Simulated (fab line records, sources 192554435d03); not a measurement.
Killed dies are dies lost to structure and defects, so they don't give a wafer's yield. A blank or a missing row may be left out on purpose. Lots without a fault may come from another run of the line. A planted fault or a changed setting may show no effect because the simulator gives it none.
Tool commonality check | flow n5_finfet | 9 lots, 27 wafers sampled

WHY IT WAS OPENED
At N5_BEOL_M0_SAQP_INSPECT_42 the reading raw_defect_count is flagged on 3 of 9 lots. Wafers without a fault read 328, standard deviation 98.
Rule: a lot is flagged when every wafer of it that has a number lies more than 4 standard deviations from that mean, or none has a number. The other lots count as sound.

lot  | measured     | on                | raw_defect_count, wafer by wafer | flag
L999 | day 5 23:41  | defect_inspect-01 | 349 272 240                      |
L100 | day 6 07:05  | defect_inspect-02 | 349 288 345                      |
L101 | day 6 08:50  | defect_inspect-01 | 1719 1747 1512                   | FLAGGED
L103 | day 6 21:19  | defect_inspect-02 | 1487 1457 1606                   | FLAGGED
L104 | day 7 08:43  | defect_inspect-02 | 1570 1466 1484                   | FLAGGED
L115 | day 10 03:43 | defect_inspect-02 | 906 517 380                      |
L119 | day 11 02:12 | defect_inspect-02 | 209 243 245                      |
L120 | day 11 04:16 | defect_inspect-01 | 288 261 273                      |
L121 | day 11 08:31 | defect_inspect-01 | 327 440 360                      |
The numbers of the flagged lots are 1561 on average: +1233 against the usual, or +13 standard deviations.

WHICH TOOL RAN EACH LOT
The record holds 1 process step before the reading, out of a route of 1938 steps. In each cell: the tool, then ch and the chambers that the sampled wafers went through, then the start.
lot  | flag    | N5_BEOL_M0_SAQP_STRIP_115
L999 |         | wet_bench-03 ch 0,2,6, day 5 20:17
L100 |         | wet_bench-03 ch 1,3,4, day 6 03:26
L101 | FLAGGED | wet_bench-03 ch 3,4,6, day 6 05:20
L103 | FLAGGED | wet_bench-03 ch 0,1,7, day 6 17:55
L104 | FLAGGED | wet_bench-03 ch 4,6,7, day 7 04:01
L115 |         | wet_bench-03 ch 0,3,6, day 9 23:46
L119 |         | wet_bench-01 ch 0,1,2, day 10 21:42
L120 |         | wet_bench-03 ch 5,6,7, day 11 00:12
L121 |         | wet_bench-01 ch 1,5,6, day 11 04:42
What these steps do:
- N5_BEOL_M0_SAQP_STRIP_115: strips in post etch residue remover, time 60 s.
- N5_BEOL_M0_SAQP_INSPECT_42: inspects for defects (brightfield).

FLAGGED OVER TOTAL, TOOL BY TOOL (the gauges that took the reading come last)
step                       | tool              | lots run | flagged | share of the flagged lots | sound lots run after its first flagged lot
N5_BEOL_M0_SAQP_STRIP_115  | wet_bench-01      | 2        | 0       | none                      | -
N5_BEOL_M0_SAQP_STRIP_115  | wet_bench-03      | 7        | 3       | all                       | 2 (L115,L120)
N5_BEOL_M0_SAQP_INSPECT_42 | defect_inspect-01 | 4        | 1       | some                      | 2 (L120,L121)
N5_BEOL_M0_SAQP_INSPECT_42 | defect_inspect-02 | 5        | 2       | some                      | 2 (L115,L119)

WHAT THE TABLE ALLOWS
1 row of the table ran every flagged lot: wet_bench-03 at N5_BEOL_M0_SAQP_STRIP_115.
- wet_bench-03 at N5_BEOL_M0_SAQP_STRIP_115: 3 of its 7 lots flagged. Sound lots ran on it after the first flagged one (L115, L120), which a lasting fault on the whole tool wouldn't allow.
No row of the table ran every flagged lot and no sound lot after the first.

WHAT THE SIMULATOR HAD PUT IN
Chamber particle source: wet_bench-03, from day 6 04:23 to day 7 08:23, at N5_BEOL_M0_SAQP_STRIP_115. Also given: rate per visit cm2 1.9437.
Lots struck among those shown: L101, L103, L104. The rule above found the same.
